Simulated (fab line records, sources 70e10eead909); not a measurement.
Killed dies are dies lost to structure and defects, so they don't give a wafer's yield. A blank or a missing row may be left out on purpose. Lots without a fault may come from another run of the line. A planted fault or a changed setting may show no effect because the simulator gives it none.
Chamber matching | flow nand_harc | NHARC_P_M2_DEP_33 on pecvd-01: 3 sister chambers
The step deposits SiCN, target thk 30 nm. 3 wafers are shown with their chamber, then 11 later ones without.

WAFERS WITH THEIR CHAMBER
wafer  | chamber | heater_power_w (W)
L084.4 | 2       | 548
L088.4 | 1       | 585
L089.1 | 0       | 562

WAFERS WITHOUT THEIR CHAMBER
wafer  | heater_power_w (W)
L089.3 | 627
L089.4 | 562
L090.1 | 612
L090.3 | 508
L090.6 | 515
L092.3 | 494
L092.4 | 556
L092.6 | 457
L097.1 | 533
L097.4 | 628
L097.6 | 530

WHICH CHAMBER EACH WENT THROUGH
wafer  | from the rows above          | in truth
L089.3 | can't be placed: 1 or 0 or 2 | 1
L089.4 | can't be placed: 0 or 2 or 1 | 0
L090.1 | can't be placed: 1 or 0 or 2 | 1
L090.3 | can't be placed: 2 or 0 or 1 | 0
L090.6 | can't be placed: 2 or 0 or 1 | 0
L092.3 | can't be placed: 2 or 0 or 1 | 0
L092.4 | can't be placed: 0 or 2 or 1 | 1
L092.6 | can't be placed: 2 or 0 or 1 | 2
L097.1 | can't be placed: 2 or 0 or 1 | 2
L097.4 | can't be placed: 1 or 0 or 2 | 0
L097.6 | can't be placed: 2 or 0 or 1 | 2
Placed correctly: 0 of 11. Can't be placed from these rows: 11 (the true chamber is among the candidates in 11). Placed wrongly: 0.
How it was worked out, from the rows above alone: a wafer's distance from a chamber is the root of the sum, over the readings, of the square of ((its reading less the chamber's mean) divided by the reading's scatter). The wafer belongs to the nearest chamber; if the next one is less than 2 further off, it can't be placed. A chamber's mean is the mean of its shown wafers. The scatter: with one shown wafer a chamber, the root of the mean of the squares of how far each hidden wafer lies from its nearest shown one.
